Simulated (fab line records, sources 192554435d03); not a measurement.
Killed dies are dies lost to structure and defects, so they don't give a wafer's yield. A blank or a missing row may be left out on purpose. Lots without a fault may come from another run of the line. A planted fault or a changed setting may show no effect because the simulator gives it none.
Chamber matching | flow n5_finfet | N5_DUMMY_GATE_CMP_04 on cmp-02: 4 sister chambers
The step polishes a-Si. 4 wafers are shown with their chamber, then 7 later ones without.

WAFERS WITH THEIR CHAMBER
wafer  | chamber | motor_current_A (A)
L076.6 | 0       | 10.6
L080.5 | 2       | 9.1
L082.1 | 3       | 10.7
L082.3 | 1       | 10.2

WAFERS WITHOUT THEIR CHAMBER
wafer  | motor_current_A (A)
L082.6 | 9.7
L084.2 | 10.0
L084.3 | 11.0
L084.6 | 10.4
L092.3 | 10.9
L092.5 | 9.0
L092.6 | 10.0

WHICH CHAMBER EACH WENT THROUGH
wafer  | from the rows above               | in truth
L082.6 | can't be placed: 1 or 2 or 0 or 3 | 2
L084.2 | can't be placed: 1 or 0 or 3      | 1
L084.3 | can't be placed: 3 or 0 or 1      | 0
L084.6 | can't be placed: 0 or 1 or 3      | 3
L092.3 | can't be placed: 3 or 0 or 1      | 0
L092.5 | 2                                 | 2
L092.6 | can't be placed: 1 or 0 or 3      | 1
Placed correctly: 1 of 7. Can't be placed from these rows: 6 (the true chamber is among the candidates in 6). Placed wrongly: 0.
How it was worked out, from the rows above alone: a wafer's distance from a chamber is the root of the sum, over the readings, of the square of ((its reading less the chamber's mean) divided by the reading's scatter). The wafer belongs to the nearest chamber; if the next one is less than 2 further off, it can't be placed. A chamber's mean is the mean of its shown wafers. The scatter: with one shown wafer a chamber, the root of the mean of the squares of how far each hidden wafer lies from its nearest shown one.
